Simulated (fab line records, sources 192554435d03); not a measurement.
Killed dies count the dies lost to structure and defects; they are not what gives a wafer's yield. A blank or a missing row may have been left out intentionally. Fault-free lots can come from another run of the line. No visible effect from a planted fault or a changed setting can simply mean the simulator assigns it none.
fab line records -- flow n5_finfet
[record] lots = 11, wafers = 33, last_day = 20
route steps=1938 shown BEOL_M4@1080 PASSIVATION@1909
lots that met no fault: taken from a fault-free run of the same line
start_h: hours from the record's first day to the start of the lot's first wafer shown -- wait_h: hours elapsed since this lot's preceding step -- " repeats the value in the row above -- L1.1+2: a single row standing in for several wafers -- - value missing, or start not given -- * or withheld: withheld -- < > ~ a bound
route shown NAME@n: a module of which the file shows steps, and the number in the route of the first -- usual: mean/standard deviation taken from wafers without a fault -- same: alike in all rows -- chamber/n: place in a boat -- sites: each site's reading -- _std_site: standard deviation across them -- _edge_site: the outer-site mean with the inner-site mean subtracted -- radius_mm: how far each site lies from the wafer's centre -- mask NAME#n: copy n -- behind: the last tool/chamber to shape the wafer -- hold: what put the lot on hold/how long, in hours/how the hold closed -- device: which transistor (n, p or np) failed to switch -- end of line: the route-end tests of the same wafers -- for a step that has no rows: nothing shown but its recipe -- killed: count of dies lost to structure and defects at first sort (not the wafer's yield) -- map: shows each die of a wafer: x if killed, . if not, _ if none is there
set.NAME: the setting that was run; set.NAME@STEP: the one run at that earlier step -- model.NAME: the simulator's own value behind a step, which no gauge read
one table for each step of the route and one row for each wafer, over a sample of lots
services: when a tool's chamber went out of use (start_h, in hours from the record's first day, below 0 if earlier), for how many hours, and the reason
[[steps]]
[step N5_BEOL_M4_PRE_CLEAN_45]
[recipe] gas = H2/He, time_s = 30, temp_c = 250
[usual] heater_power_w = 350/33
lot.wafer,tool,chamber,start_h,wait_h,heater_power_w
L765.2,pvd_sputter-01,-,222.33,0.0,347
L765.3,pvd_sputter-01,-,222.33,0.0,352
L765.4,pvd_sputter-01,-,222.33,0.0,346
L767.1,pvd_sputter-02,-,231.75,0.0,380
L767.2,pvd_sputter-02,-,231.75,0.0,376
L767.5,pvd_sputter-02,-,231.75,0.0,315
L768.1,pvd_sputter-02,-,238.20,0.0,328
L768.3,pvd_sputter-02,-,238.20,0.0,369
L768.5,pvd_sputter-02,-,238.20,0.0,383
L766.1,pvd_sputter-01,-,238.83,0.0,353
L766.2,pvd_sputter-01,-,238.83,0.0,338
L766.4,pvd_sputter-01,-,238.83,0.0,414
L769.3,pvd_sputter-01,-,247.67,0.0,348
L769.5,pvd_sputter-01,-,247.67,0.0,345
L769.6,pvd_sputter-01,-,247.67,0.0,421
L777.2,pvd_sputter-01,-,286.95,0.0,347
L777.3,pvd_sputter-01,-,286.95,0.0,339
L777.5,pvd_sputter-01,-,286.95,0.0,409
L779.2,pvd_sputter-03,-,308.67,0.0,294
L779.4,pvd_sputter-03,-,308.67,0.0,289
L779.5,pvd_sputter-03,-,308.67,0.0,309
L780.1,pvd_sputter-02,-,316.77,0.0,358
L780.4,pvd_sputter-02,-,316.77,0.0,325
L780.5,pvd_sputter-02,-,316.77,0.0,383
L786.1,pvd_sputter-02,-,354.18,0.0,376
L786.2,pvd_sputter-02,-,354.18,0.0,353
L786.3,pvd_sputter-02,-,354.18,0.0,331
L785.1,pvd_sputter-02,-,357.90,0.0,353
L785.2,pvd_sputter-02,-,357.90,0.0,368
L785.4,pvd_sputter-02,-,357.90,0.0,324
L784.1,pvd_sputter-01,-,361.03,0.0,344
L784.4,pvd_sputter-01,-,361.03,0.0,358
L784.5,pvd_sputter-01,-,361.03,0.0,353
[step N5_PASSIVATION_AL_ETCH_33]
[recipe] chemistry = Cl2/BCl3, target_depth_a = 28000, over_etch_frac = 0.15, Cl2_flow_sccm = 180, bcl3_flow_sccm = 60, target = Al, stop_on = TaN, time_s = 466.7, ion_energy_ev = 100, pressure_mtorr = 10, icp_w = 900, bias_w = 100
[usual] drypump_motor_current_A = 6.0/0.52, oes_product_au = 0.73/0.062, throttle_valve_pct = 34.12/0.26
lot.wafer,tool,chamber,start_h,wait_h,drypump_motor_current_A,oes_product_au,rf_hours_counter_h,throttle_valve_pct
L765.2,rie_metal-02,1,332.62,0.1,6.0,0.73,32,34.59
L765.3,rie_metal-02,1,332.62,0.1,6.0,0.72,-,34.60
L765.4,rie_metal-02,0,332.62,0.1,5.6,0.83,-,34.00
L767.1,rie_metal-03,1,336.16,0.1,5.1,0.68,53,34.13
L767.2,rie_metal-03,0,336.16,0.1,5.9,0.84,4,33.70
L767.5,rie_metal-03,0,336.16,0.1,5.9,0.83,-,33.70
L766.1,rie_metal-02,1,336.41,0.1,6.0,0.72,33,34.61
L766.2,rie_metal-02,0,336.41,0.1,5.7,0.82,4,34.01
L766.4,rie_metal-02,0,336.41,0.1,5.7,0.82,-,34.03
L768.1,rie_metal-03,1,343.53,0.1,5.1,0.68,54,34.10
L768.3,rie_metal-03,1,343.53,0.1,5.1,0.68,-,34.11
L768.5,rie_metal-03,1,343.53,0.1,5.1,0.68,-,34.12
L769.3,rie_metal-02,0,344.28,0.2,5.7,0.83,-,33.98
L769.5,rie_metal-02,0,344.28,0.2,5.6,0.83,-,33.97
L769.6,rie_metal-02,1,344.28,0.2,6.1,0.73,-,34.57
L777.2,rie_metal-03,0,392.32,0.1,5.9,0.82,8,33.66
L777.3,rie_metal-03,0,392.32,0.1,5.9,0.81,-,33.66
L777.5,rie_metal-03,1,392.32,0.1,5.2,0.66,-,34.12
L779.2,rie_metal-03,1,411.97,0.1,5.1,0.67,62,34.12
L779.4,rie_metal-03,1,411.97,0.1,5.1,0.66,-,34.12
L779.5,rie_metal-03,1,411.97,0.1,5.2,0.66,-,34.12
L780.1,rie_metal-02,0,433.19,0.1,5.7,0.79,12,34.02
L780.4,rie_metal-02,0,433.19,0.1,5.7,0.79,-,34.01
L780.5,rie_metal-02,0,433.19,0.1,5.6,0.77,-,34.01
L785.1,rie_metal-01,1,456.64,0.1,6.2,0.65,61,34.04
L785.2,rie_metal-01,0,456.64,0.1,6.8,0.73,26,34.29
L785.4,rie_metal-01,0,456.64,0.1,6.8,0.74,-,34.27
L786.1,rie_metal-03,0,458.29,0.1,5.9,0.78,12,33.69
L786.2,rie_metal-03,1,458.29,0.1,5.1,0.66,65,34.11
L786.3,rie_metal-03,1,458.29,0.1,5.1,0.67,-,34.08
L784.1,rie_metal-01,0,473.93,0.1,6.8,0.73,27,34.30
L784.4,rie_metal-01,1,473.93,0.1,6.2,0.64,-,34.07
L784.5,rie_metal-01,1,473.93,0.1,6.2,0.64,-,34.08
[step N5_PASSIVATION_PECVD_35]
[recipe] material = SiNx, target_thk_a = 7000, temp_c = 400, precursor = SiH4/NH3/N2, pressure_torr = 4.9, rf_w = 1406, time_s = 151.3
[usual] heater_power_w = 360/86, showerhead_plenum_p_Torr = 8.72/0.1, throttle_valve_pct = 29.1/1.5
lot.wafer,tool,chamber,start_h,wait_h,heater_power_w,showerhead_plenum_p_Torr,throttle_valve_pct
L765.2,pecvd-04,2,333.75,0.1,408,8.74,28.1
L765.3,pecvd-04,0,333.75,0.1,357,8.90,29.5
L765.4,pecvd-04,1,333.75,0.1,410,8.71,32.4
L767.1,pecvd-03,0,337.32,0.1,474,8.69,30.3
L767.2,pecvd-03,1,337.32,0.1,466,8.56,30.1
L767.5,pecvd-03,2,337.32,0.1,411,8.59,26.4
L766.1,pecvd-04,2,337.60,0.1,340,8.76,28.2
L766.2,pecvd-04,0,337.60,0.1,353,8.91,29.8
L766.4,pecvd-04,1,337.60,0.1,458,8.73,32.4
L768.1,pecvd-04,1,345.21,0.1,475,8.73,32.3
L768.3,pecvd-04,2,345.21,0.1,475,8.77,28.1
L768.5,pecvd-04,2,345.21,0.1,328,8.77,28.1
L769.3,pecvd-03,0,345.32,0.1,429,8.70,30.1
L769.5,pecvd-03,2,345.32,0.1,426,8.60,26.6
L769.6,pecvd-03,0,345.32,0.1,456,8.72,30.1
L777.2,pecvd-03,1,393.46,0.1,436,8.56,30.0
L777.3,pecvd-03,2,393.46,0.1,372,8.62,26.7
L777.5,pecvd-03,2,393.46,0.1,416,8.58,26.7
L779.2,pecvd-02,0,416.58,0.1,236,8.84,28.6
L779.4,pecvd-02,2,416.58,0.1,378,8.59,27.5
L779.5,pecvd-02,0,416.58,0.1,254,8.85,28.7
L780.1,pecvd-04,1,434.33,0.1,407,8.73,32.2
L780.4,pecvd-04,1,434.33,0.1,432,8.70,32.2
L780.5,pecvd-04,0,434.33,0.1,282,8.89,29.5
L785.1,pecvd-02,1,457.78,0.1,381,8.67,28.7
L785.2,pecvd-02,0,457.78,0.1,237,8.85,28.9
L785.4,pecvd-02,1,457.78,0.1,239,8.70,28.9
L786.1,pecvd-02,1,459.56,0.1,355,8.67,28.8
L786.2,pecvd-02,0,459.56,0.1,248,8.84,29.0
L786.3,pecvd-02,2,459.56,0.1,300,8.60,27.6
L784.1,pecvd-04,1,475.07,0.1,415,8.72,32.4
L784.4,pecvd-04,0,475.07,0.1,351,8.91,29.9
L784.5,pecvd-04,1,475.07,0.1,445,8.72,32.2
[step N5_PASSIVATION_PASS_ETCH_47]
[recipe] chemistry = CF4/O2, target = SiNx, target_depth_a = 7700, time_s = 385, ion_energy_ev = 100, pressure_mtorr = 40, source_w = 535, bias_w = 49, Ar_flow_sccm = 100, cf4_flow_sccm = 100, O2_flow_sccm = 10
[usual] drypump_motor_current_A = 5.8/0.43, oes_f_703_au = 0.77/0.074, oes_product_au = 0.77/0.075, rf_vpp_V = 241/3.2, showerhead_plenum_p_Torr = 2.22/0.052, throttle_valve_pct = 15.91/0.19
lot.wafer,tool,chamber,start_h,wait_h,drypump_motor_current_A,oes_f_703_au,oes_product_au,rf_hours_counter_h,rf_vpp_V,showerhead_plenum_p_Torr,throttle_valve_pct
L765.2,rie_diel-06,1,334.34,0.0,5.7,0.79,0.79,111,245,2.22,15.98
L765.3,rie_diel-06,3,334.34,0.0,5.9,0.73,0.72,191,239,2.19,15.90
L765.4,rie_diel-06,2,334.34,0.0,5.1,0.71,0.70,223,244,2.28,15.89
L767.1,rie_diel-04,0,338.28,0.0,6.4,0.85,0.84,66,241,2.32,15.84
L767.2,rie_diel-04,3,338.28,0.0,6.5,0.71,0.72,229,245,2.27,15.83
L767.5,rie_diel-04,3,338.28,0.0,6.5,0.71,0.71,-,245,2.27,15.82
L766.1,rie_diel-01,0,338.32,0.0,5.7,0.77,0.79,112,244,2.30,15.92
L766.2,rie_diel-01,3,338.32,0.0,5.5,0.73,0.73,189,242,2.20,16.09
L766.4,rie_diel-01,0,338.32,0.0,5.7,0.78,0.79,-,246,2.30,15.90
L768.1,rie_diel-06,0,345.76,0.0,5.9,0.71,0.70,238,235,2.17,16.19
L768.3,rie_diel-06,3,345.76,0.0,5.9,0.72,0.72,196,239,2.19,15.92
L768.5,rie_diel-06,0,345.76,0.0,5.9,0.71,0.70,-,235,2.17,16.18
L769.3,rie_diel-01,2,346.12,0.0,6.3,0.79,0.78,121,240,2.13,16.07
L769.5,rie_diel-01,0,346.12,0.0,5.8,0.77,0.78,-,245,2.30,15.95
L769.6,rie_diel-01,3,346.12,0.0,5.6,0.73,0.73,-,240,2.19,16.11
L777.2,rie_diel-06,1,394.01,0.0,5.7,0.77,0.77,134,245,2.21,16.01
L777.3,rie_diel-06,2,394.01,0.0,5.1,0.69,0.69,246,242,2.27,15.94
L777.5,rie_diel-06,2,394.01,0.0,5.1,0.69,0.68,-,242,2.27,15.94
L779.2,rie_diel-01,3,417.26,0.0,5.6,0.71,0.71,218,241,2.19,16.16
L779.4,rie_diel-01,0,417.26,0.0,5.7,0.75,0.77,-,244,2.29,15.99
L779.5,rie_diel-01,3,417.26,0.0,5.6,0.71,0.71,-,241,2.19,16.17
L780.1,rie_diel-01,1,435.01,0.0,5.8,0.76,0.74,172,241,2.19,15.94
L780.4,rie_diel-01,3,435.01,0.0,5.6,0.71,0.70,224,241,2.18,16.17
L780.5,rie_diel-01,0,435.01,0.0,5.8,0.75,0.76,-,244,2.28,16.02
L785.1,rie_diel-04,2,458.48,0.0,5.4,0.87,0.87,41,243,2.24,16.04
L785.2,rie_diel-04,1,458.48,0.0,5.3,0.71,0.72,193,237,2.18,15.76
L785.4,rie_diel-04,0,458.48,0.0,6.4,0.81,0.81,101,239,2.31,15.90
L786.1,rie_diel-06,2,460.49,0.0,5.1,0.94,0.93,10,243,2.26,15.49
L786.2,rie_diel-06,1,460.49,0.0,5.7,0.75,0.74,163,246,2.20,16.07
L786.3,rie_diel-06,0,460.49,0.0,6.0,0.89,0.88,20,240,2.16,15.75
L784.1,rie_diel-04,3,475.62,0.0,6.5,0.89,0.91,21,243,2.25,15.42
L784.4,rie_diel-04,0,475.62,0.0,6.4,0.81,0.80,106,239,2.31,15.92
L784.5,rie_diel-04,3,475.62,0.0,6.5,0.90,0.91,-,244,2.25,15.41
[step N5_PASSIVATION_PROBE_49]
[usual] defect_limited_yield = 91.2/1.3, killed_at_M0_to_M3 = 34/9.2, killed_at_M4_up = 14/5, killed_at_contacts = 13/6.7, killed_at_front_end = 39/12, killed_at_other = 4/3.3, killed_dies = 104/15, killed_on_rim = 14/3.7, killed_open = 68/12, killed_short = 34/7.5, sort_bin_5_function = 5.2/0.87, sort_bin_6_memory = 3.3/0.63, sort_n_pass = 1076/15, sort_yield_pct = 91.2/1.3
[same] gross_dies = 1180, killed_at_back_side = 0, sort_bin_4_leakage[%] = 0, sort_bin_8_speed[%] = 0
lot.wafer,tool,chamber,start_h,wait_h,defect_limited_yield[%],killed_at_M0_to_M3,killed_at_M4_up,killed_at_contacts,killed_at_front_end,killed_at_other,killed_dies,killed_on_rim,killed_open,killed_short,sort_bin_5_function[%],sort_bin_6_memory[%],sort_n_pass,sort_yield_pct[%]
L765.2,prober-02,-,337.41,0.1,92.9,29,10,16,27,2,84,10,56,27,4.2,2.8,1096,92.9
L765.3,prober-02,-,337.46,0.1,93.4,34,9,8,25,2,78,11,52,25,3.5,3.0,1102,93.4
L765.4,prober-02,-,337.51,0.2,91.0,24,14,20,43,5,106,17,63,40,5.3,3.5,1074,91.0
L767.1,prober-01,-,341.28,0.0,91.4,25,19,12,40,6,102,16,60,37,5.1,3.1,1078,91.4
L767.2,prober-01,-,341.33,0.1,88.2,30,16,19,72,2,139,22,106,31,7.2,4.4,1041,88.2
L767.5,prober-01,-,341.48,0.2,89.3,31,21,9,61,4,126,15,82,39,5.5,4.9,1054,89.3
L768.1,prober-02,-,348.81,0.0,91.3,46,12,12,32,1,103,13,62,39,5.4,2.9,1077,91.3
L768.3,prober-02,-,348.91,0.1,91.3,48,15,11,28,1,103,16,70,29,5.8,2.9,1077,91.3
L768.5,prober-02,-,349.01,0.2,90.0,34,16,10,53,5,118,16,77,41,6.8,3.1,1062,90.0
L777.2,prober-02,-,397.07,0.1,89.9,22,19,44,33,1,119,15,75,40,5.5,4.3,1061,89.9
L777.3,prober-02,-,397.12,0.1,89.9,45,13,26,32,3,119,12,76,41,6.8,3.1,1061,89.9
L777.5,prober-02,-,397.22,0.2,84.4,33,74,19,53,5,184,33,80,36,7.8,5.3,996,84.4
L779.2,prober-01,-,420.36,0.1,92.3,42,6,9,32,2,91,9,54,35,4.2,3.2,1089,92.3
L779.4,prober-01,-,420.46,0.2,91.3,32,15,6,49,1,103,11,64,38,5.4,3.1,1077,91.3
L779.5,prober-01,-,420.51,0.2,91.9,38,15,6,35,2,96,16,67,29,4.8,3.1,1084,91.9
// killed by level:class
L765.2 MOL_CONTACT_COAG:geometric_particle:open=11 BEOL_M2:geometric_particle:open=9 FIN_SAQP:geometric_particle:short=5 DUMMY_GATE:geometric_particle:open=5 MOL_CONTACT_COAG:geometric_particle:short=5 BEOL_M0_SAQP:geometric_particle:open=5 BEOL_M0_SAQP:geometric_particle:short=5 FIN_SAQP:geometric_particle:open=4
L765.3 FIN_SAQP:geometric_particle:open=7 MOL_CONTACT_COAG:geometric_particle:open=7 BEOL_M2:geometric_particle:open=7 BEOL_M0_SAQP:geometric_particle:short=5 DUMMY_GATE:geometric_particle:open=4 GATE_CUT:geometric_particle:short=4 BEOL_M0_SAQP:geometric_particle:open=4 BEOL_M0:geometric_particle:open=4
L765.4 FIN_SAQP:geometric_particle:open=14 MOL_CONTACT_COAG:geometric_particle:open=14 BEOL_M0_SAQP:geometric_particle:short=8 STARTING-WAFER:geometric_particle:short=7 MOL_CONTACT_COAG:geometric_particle:short=6 BEOL_M4:geometric_particle:open=5 FIN_SAQP:geometric_particle:short=4 BEOL_M2:geometric_particle:open=4
L767.1 MOL_CONTACT_COAG:geometric_particle:open=10 FIN_SAQP:geometric_particle:short=8 STI_FIN_REVEAL:geometric_particle:open=7 BEOL_M4:geometric_particle:open=7 BEOL_M3:geometric_particle:open=6 FIN_SAQP:geometric_particle:open=5 BEOL_M0_SAQP:geometric_particle:short=5 GATE_CUT:geometric_particle:short=4
L767.2 FIN_SAQP:geometric_particle:open=34 MOL_CONTACT_COAG:geometric_particle:open=16 STI_FIN_REVEAL:geometric_particle:open=11 FIN_SAQP:geometric_particle:short=9 BEOL_M3:geometric_particle:open=8 BEOL_M0_SAQP:geometric_particle:open=6 BEOL_M2:geometric_particle:open=6 DUMMY_GATE:geometric_particle:open=4
L767.5 STI_FIN_REVEAL:geometric_particle:open=15 FIN_SAQP:geometric_particle:open=14 FIN_SAQP:geometric_particle:short=9 BEOL_M4:geometric_particle:open=9 BEOL_M0_SAQP:geometric_particle:short=7 BEOL_M0_SAQP:geometric_particle:open=6 BEOL_M2:geometric_particle:open=6 GATE_CUT:geometric_particle:short=5
L768.1 BEOL_M0_SAQP:geometric_particle:short=16 BEOL_M0_SAQP:geometric_particle:open=16 MOL_CONTACT_COAG:geometric_particle:open=10 STI_FIN_REVEAL:geometric_particle:open=8 GATE_CUT:geometric_particle:short=8 GATE_CUT:geometric_particle:open=5 BEOL_M3:geometric_particle:open=4 BEOL_M4:geometric_particle:open=4
L768.3 STI_FIN_REVEAL:geometric_particle:open=10 BEOL_M0_SAQP:geometric_particle:short=10 BEOL_M2:geometric_particle:open=10 MOL_CONTACT_COAG:geometric_particle:open=9 BEOL_M3:geometric_particle:open=9 BEOL_M0_SAQP:geometric_particle:open=8 GATE_CUT:geometric_particle:short=5 BEOL_M7:geometric_particle:open=4
L768.5 STI_FIN_REVEAL:geometric_particle:open=24 BEOL_M0_SAQP:geometric_particle:short=11 BEOL_M0_SAQP:geometric_particle:open=7 GATE_CUT:geometric_particle:short=6 MOL_CONTACT_COAG:geometric_particle:open=6 FIN_SAQP:geometric_particle:open=5 GATE_CUT:geometric_particle:open=5 BEOL_M3:geometric_particle:open=5
L777.2 MOL_CONTACT_COAG:geometric_particle:open=35 MOL_CONTACT_COAG:geometric_particle:short=9 FIN_SAQP:geometric_particle:short=7 BEOL_M0_SAQP:geometric_particle:short=6 GATE_CUT:geometric_particle:short=6 BEOL_M4:geometric_particle:open=5 FIN_SAQP:geometric_particle:open=4 BEOL_M0_SAQP:geometric_particle:open=4
L777.3 MOL_CONTACT_COAG:geometric_particle:open=20 BEOL_M1:geometric_particle:open=11 BEOL_M3:geometric_particle:open=11 BEOL_M0_SAQP:geometric_particle:short=9 STI_FIN_REVEAL:geometric_particle:open=7 FIN_SAQP:geometric_particle:short=6 FIN_SAQP:geometric_particle:open=6 MOL_CONTACT_COAG:geometric_particle:short=6
L777.5 BEOL_M4:unspecified=66 MOL_CONTACT_COAG:geometric_particle:open=14 FIN_SAQP:geometric_particle:open=13 STI_FIN_REVEAL:geometric_particle:open=9 DUMMY_GATE:geometric_particle:open=8 BEOL_M1:geometric_particle:open=8 FIN_SAQP:geometric_particle:short=7 BEOL_M0_SAQP:geometric_particle:short=7
L779.2 BEOL_M1:geometric_particle:open=14 BEOL_M0_SAQP:geometric_particle:short=10 FIN_SAQP:geometric_particle:short=8 STI_FIN_REVEAL:geometric_particle:open=8 MOL_CONTACT_COAG:geometric_particle:open=8 BEOL_M0_SAQP:geometric_particle:open=8 STARTING-WAFER:geometric_particle:short=4 BEOL_M2:geometric_particle:open=3
L779.4 STI_FIN_REVEAL:geometric_particle:open=11 FIN_SAQP:geometric_particle:open=9 BEOL_M2:geometric_particle:open=8 BEOL_M0_SAQP:geometric_particle:short=7 BEOL_M4:geometric_particle:short=7 GATE_CUT:geometric_particle:short=6 BEOL_M1:geometric_particle:open=6 MOL_CONTACT_COAG:geometric_particle:open=6
L779.5 BEOL_M0_SAQP:geometric_particle:open=10 BEOL_M4:geometric_particle:open=10 BEOL_M0_SAQP:geometric_particle:short=8 BEOL_M1:geometric_particle:open=8 DUMMY_GATE:geometric_particle:open=7 STI_FIN_REVEAL:geometric_particle:open=6 FIN_SAQP:geometric_particle:short=5 MOL_CONTACT_COAG:geometric_particle:open=5
[[services]]
tool,chamber,start_h,hours,kind
pvd_sputter-02,-,202.44,2.8,repair
rie_metal-03,-,212.47,1.0,repair
rie_metal-03,-,214.10,2.8,pm
rie_diel-06,1,214.42,9.5,repair
rie_diel-01,-,234.77,2.8,pm
rie_metal-02,-,254.09,14.6,pm
rie_diel-06,3,258.10,3.1,repair
rie_diel-06,1,301.28,8.3,repair
pecvd-04,-,310.65,2.8,pm
rie_diel-06,-,310.71,2.8,pm
rie_diel-01,0,311.39,14.6,repair
rie_diel-01,1,323.83,2.3,repair
rie_metal-02,-,331.27,0.7,repair
rie_diel-01,1,337.50,9.0,repair
rie_metal-03,0,339.24,12.5,repair
rie_diel-01,3,376.33,6.9,repair
rie_diel-06,0,377.94,8.3,repair
rie_diel-01,2,397.61,35.8,repair
pecvd-04,-,401.74,1.5,repair
rie_diel-06,2,401.88,2.7,repair
pecvd-04,-,420.68,0.7,repair
rie_metal-03,-,444.35,2.2,repair
pvd_sputter-02,-,444.70,7.5,repair
pecvd-04,-,448.86,5.5,pm
[[key]]
[first_sign] step = N5_PASSIVATION_PROBE_49, reading = killed_at_M4_up, direction = up, sigmas = 12, usual = 14, struck = 74
[effect] step = N5_PASSIVATION_PROBE_49, reading = killed_dies, direction = up, sigmas = 5.2, usual = 104, struck = 184
[more_kills_born_at] N5_BEOL_M4_PRE_CLEAN_45@pvd_sputter-01 = 66
met_at N5_BEOL_M4_PRE_CLEAN_45
struck_lots L777
struck_wafers L777.5
not_acting_at N5_PASSIVATION_AL_ETCH_33,N5_PASSIVATION_PECVD_35,N5_PASSIVATION_PASS_ETCH_47
onset_between 247.67 286.95
[fault] kind = chamber_particle_source, tool = pvd_sputter-01, chamber = -, onset_h = 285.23, steps = N5_BEOL_M4_PRE_CLEAN_45, rate_per_visit_cm2 = 0.96632, end_h = 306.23, scope = struck_wafers_only
